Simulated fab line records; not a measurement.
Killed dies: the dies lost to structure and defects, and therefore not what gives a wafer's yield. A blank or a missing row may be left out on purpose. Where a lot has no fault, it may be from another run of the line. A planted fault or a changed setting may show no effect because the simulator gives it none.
Problem report in the 8D (eight disciplines) form, filled by code / flow n5 finfet / the parts of the form that need people (team, actions taken, sign-off) are left out

## 1. WHAT WENT WRONG
Mean of raw defect count at N5_BEOL_M10_INSPECT_13: 901 across 2 wafers in 2 lots; on wafers with no fault it is 425 (standard deviation 95). Measured from the usual mean, that is +5.0 standard deviations.
The step: inspects for defects (brightfield).
The first sign was on wafer L173.6 at day 12 04:10, on defect inspect-02. At this step, 30 wafers from 10 lots have a number in the record. Rule for "out" (also "out of limits"): further than 4 standard deviations from the usual mean. The other wafers with a number count as sound.

## 2. WHAT IT IS AND WHAT IT IS NOT
question=which readings at this step | is=raw defect count | is not=-
question=which lots | is=L173, L175 | is not=L166, L167, L169, L179, L182, L183, L186, L188
question=which wafers of those lots | is=L173.6, L175.6 | is not=L173.2, L173.3, L175.4, L175.5
question=read on which gauges | is=defect inspect-01, defect inspect-02 | is not=-
question=when | is=from day 12 04:10 | is not=up to then (11 sound wafers); but 17 sound wafers of L175, L179, L182, L183, L186, L188 came after

## 3. SUSPECTS, AND WHAT RULES EACH OUT
Counting: any tool at a process step up to the reading remains a suspect provided it ran every lot that is out. Sound lots after the first of them don't rule it out here, since some wafers of a struck lot are sound.
- the gauge at N5_BEOL_M10_INSPECT_13 has been ruled out. The wafers that are out were read on 2 gauges (defect inspect-01, defect inspect-02).
- pecvd-03 at N5_BEOL_M10_ILD_DEP_00 (deposits SiCOH lowk from DEMS/porogen, target thk 308.51 nm, time 58 s): kept. It ran every lot that is out, first L173 (day 12 00:40); its last sound lot up to then is L169 (day 11 02:55).
- In pecvd-03 at N5_BEOL_M10_ILD_DEP_00, the wafers that are out were processed in chamber 2 and their sound lot-mates in chambers 0, 1.
After counting, what remains is pecvd-03 at N5_BEOL_M10_ILD_DEP_00.

## 4. THE CAUSE (what the simulator had put in)
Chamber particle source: pecvd-03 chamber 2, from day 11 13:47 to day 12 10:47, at N5_BEOL_M10_ILD_DEP_00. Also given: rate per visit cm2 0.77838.
The count eliminated every tool but this one.

## 5. SEQUENCE OF EFFECTS, ordered by route
One row per reading whose mean, taken over the struck wafers that have a number, lies over 3 standard deviations from the usual. Readings are gone through only where the record gives a usual standard deviation; hours: the median, over the lots, of the time from a lot's start at the first step in this table giving one to that lot's start at this step; sigmas: the change measured in usual standard deviations.
hours=0; step=N5_BEOL_M10_INSPECT_13; reading=raw defect count; usual=425; on struck wafers=901; change=+476; sigmas=+5.0
hours=2; step=N5_BEOL_M10_INSPECT_30; reading=raw defect count; usual=424; on struck wafers=883; change=+459; sigmas=+4.7
hours=59; step=N5_PASSIVATION_PROBE_49; reading=defect limited yield; usual=91.3 %; on struck wafers=83.1; change=-8.2; sigmas=-5.9
hours=59; step=N5_PASSIVATION_PROBE_49; reading=killed_at_M4_up; usual=14; on struck wafers=124; change=+110; sigmas=+20
hours=59; step=N5_PASSIVATION_PROBE_49; reading=killed dies; usual=103; on struck wafers=200; change=+96; sigmas=+5.7
hours=59; step=N5_PASSIVATION_PROBE_49; reading=sort_bin_5_function; usual=5.1 %; on struck wafers=10.5; change=+5.4; sigmas=+6.1
hours=59; step=N5_PASSIVATION_PROBE_49; reading=sort n pass; usual=1077; on struck wafers=980; change=-96; sigmas=-5.7
hours=59; step=N5_PASSIVATION_PROBE_49; reading=sort yield pct; usual=91.3 %; on struck wafers=83.1; change=-8.2; sigmas=-5.9
The process steps in it:
- N5_PASSIVATION_PROBE_49
At these later measuring or inspecting steps, every struck wafer for which the step has a row has a number for every such reading, and none has moved that far: N5_BEOL_M10_CD_MEAS_18.

## 6. WHAT WOULD HAVE CAUGHT IT SOONER
Counted from the fault's start at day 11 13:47, it took 14 hours until the first out-of-limits reading at a measuring or inspecting step in this record, taken at day 12 04:10.
Of the tool readings at N5_BEOL_M10_ILD_DEP_00 for which the record gives a usual standard deviation, none was out on any struck wafer, so an alarm limit of 4 standard deviations on them would not have fired.
Among the 2 lots that are out, L175 began N5_BEOL_M10_ILD_DEP_00 on pecvd-03 after day 12 04:10. A hold on the tool at that time would have spared it.
